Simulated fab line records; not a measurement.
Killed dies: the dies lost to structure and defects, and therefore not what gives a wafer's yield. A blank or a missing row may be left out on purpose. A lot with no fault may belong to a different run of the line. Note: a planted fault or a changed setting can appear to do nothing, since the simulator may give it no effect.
A sampling plan put to the test -- flow nandHarc -- one line in one fab, 9 faults in these records, each fault weighed on the records of the lots it struck
The plan is the line's own looks: the steps of the route at which a gauge or an inspection reads the wafer and doesn't change it. A look can be judged if struck wafers have a number there and the file gives its usual mean and standard deviation on fault-free wafers. Caught: a look later than the fault's first step finds the struck wafers' mean 4 or more of those standard deviations (sigma) from the usual mean. On the tool: the same test on the tool's own readings at the fault's steps. Another recipe on the struck wafers, or a record that is blank for them alone, also counts as caught.

THE FAULTS, as the simulator had put them in
1. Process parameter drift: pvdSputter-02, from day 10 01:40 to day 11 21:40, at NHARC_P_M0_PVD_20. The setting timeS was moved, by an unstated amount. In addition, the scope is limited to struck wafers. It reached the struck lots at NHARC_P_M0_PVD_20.
2. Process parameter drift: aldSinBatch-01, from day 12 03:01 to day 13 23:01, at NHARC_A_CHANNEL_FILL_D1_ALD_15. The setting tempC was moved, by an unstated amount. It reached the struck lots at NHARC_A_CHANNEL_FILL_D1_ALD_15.
3. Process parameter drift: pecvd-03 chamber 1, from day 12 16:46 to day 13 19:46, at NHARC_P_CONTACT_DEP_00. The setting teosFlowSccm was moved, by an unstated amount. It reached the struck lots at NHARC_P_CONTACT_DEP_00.
4. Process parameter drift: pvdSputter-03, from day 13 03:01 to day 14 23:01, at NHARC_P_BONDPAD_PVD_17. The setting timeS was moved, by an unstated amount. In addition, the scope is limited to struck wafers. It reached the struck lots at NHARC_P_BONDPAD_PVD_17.
5. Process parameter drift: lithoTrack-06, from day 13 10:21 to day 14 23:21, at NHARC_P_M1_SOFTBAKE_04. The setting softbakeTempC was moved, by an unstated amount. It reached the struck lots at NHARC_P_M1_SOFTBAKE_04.
6. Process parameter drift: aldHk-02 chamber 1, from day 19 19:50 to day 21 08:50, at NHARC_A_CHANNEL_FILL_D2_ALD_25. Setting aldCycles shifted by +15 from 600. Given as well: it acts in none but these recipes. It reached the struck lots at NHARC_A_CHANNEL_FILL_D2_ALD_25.
7. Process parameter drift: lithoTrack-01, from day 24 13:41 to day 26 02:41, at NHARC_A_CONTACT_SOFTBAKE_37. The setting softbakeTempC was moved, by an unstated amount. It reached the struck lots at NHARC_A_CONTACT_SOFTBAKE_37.
8. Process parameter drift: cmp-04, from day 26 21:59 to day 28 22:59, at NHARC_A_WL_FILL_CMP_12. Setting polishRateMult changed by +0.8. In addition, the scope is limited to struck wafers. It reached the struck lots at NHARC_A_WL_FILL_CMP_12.
9. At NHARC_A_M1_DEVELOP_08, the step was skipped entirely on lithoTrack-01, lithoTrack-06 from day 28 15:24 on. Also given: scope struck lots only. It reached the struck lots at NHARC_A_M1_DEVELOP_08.

WHAT THE PLAN SAW
fault,on the tool itself,first look that catches it,"reading, sigma",median hours from its first step to that look,hours from the fault's start to the first struck lot there,judged looks passed uncaught
1,under 2 sigma,not the one look that can be judged after it,-,-,-,1
2,susceptorTempC +99 or beyond sigma,no look after it can be judged,-,-,-,0
3,mfcPrecursorSccm -99 or beyond sigma,not the one look that can be judged after it,-,-,-,1
4,under 2 sigma,none of the 2 looks that can be judged after it,-,-,-,2
5,heaterPowerTotalW -80 sigma,not the one look that can be judged after it,-,-,-,1
6,under 2 sigma,not the one look that can be judged after it,-,-,-,1
7,heaterPowerTotalW -40 sigma,not the one look that can be judged after it,-,-,-,1
8,timeToEndpointS -4.7 sigma,not the one look that can be judged after it,-,-,-,1
9,the tool's record is blank for the struck wafers,no look after it can be judged,-,-,-,0
A dash: this means the fault isn't caught or the number doesn't appear in these records.

Caught at a look: 0 of 9. Caught on the tool: 6 of 9. By one or the other: 6 of 9.
Caught on the tool alone: faults 2, 3, 5, 7, 8, 9.
Caught by neither: faults 1, 4, 6.
